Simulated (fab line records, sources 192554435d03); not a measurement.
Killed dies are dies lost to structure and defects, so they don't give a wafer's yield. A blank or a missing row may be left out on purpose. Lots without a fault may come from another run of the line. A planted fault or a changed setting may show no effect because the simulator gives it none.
Chamber matching | flow n5_finfet | N5_BEOL_M0_PRE_CLEAN_131 on cvd_co-01: 3 sister chambers
The step time 15 s. 14 wafers are shown with their chamber, then 6 later ones without.

WAFERS WITH THEIR CHAMBER
wafer  | chamber | heater_power_w (W)
L579.3 | 1       | 108
L579.4 | 1       | 107
L579.6 | 2       | 87
L581.1 | 1       | 110
L581.3 | 0       | 63
L581.6 | 1       | 107
L583.1 | 2       | 88
L583.2 | 0       | 66
L583.4 | 2       | 89
L584.2 | 2       | 88
L584.5 | 1       | 106
L584.6 | 0       | 66
L594.1 | 0       | 70
L594.2 | 2       | 88

SIGNATURES (means of the wafers above)
reading        | chamber 0 | chamber 1 | chamber 2 | scatter within a chamber
heater_power_w | 66.25     | 107.60    | 88.00     | 1.81
Rule: a wafer's distance from a chamber is the root of the sum, over the readings, of the square of ((its reading less the chamber's mean) divided by the reading's scatter). The wafer belongs to the nearest chamber; if the next one is less than 2 further off, it can't be placed. The scatter: the root of (the sum of the squares of (reading less its chamber's mean) over the shown wafers, divided by (wafers less chambers)).

WAFERS WITHOUT THEIR CHAMBER
wafer  | heater_power_w (W)
L594.6 | 65
L595.1 | 87
L595.3 | 109
L599.2 | 68
L599.4 | 107
L599.5 | 65

WHICH CHAMBER EACH WENT THROUGH
wafer  | from the rows above | in truth
L594.6 | 0                   | 0
L595.1 | 2                   | 2
L595.3 | 1                   | 1
L599.2 | 0                   | 0
L599.4 | 1                   | 1
L599.5 | 0                   | 0
Placed correctly: 6 of 6. Can't be placed from these rows: 0. Placed wrongly: 0.
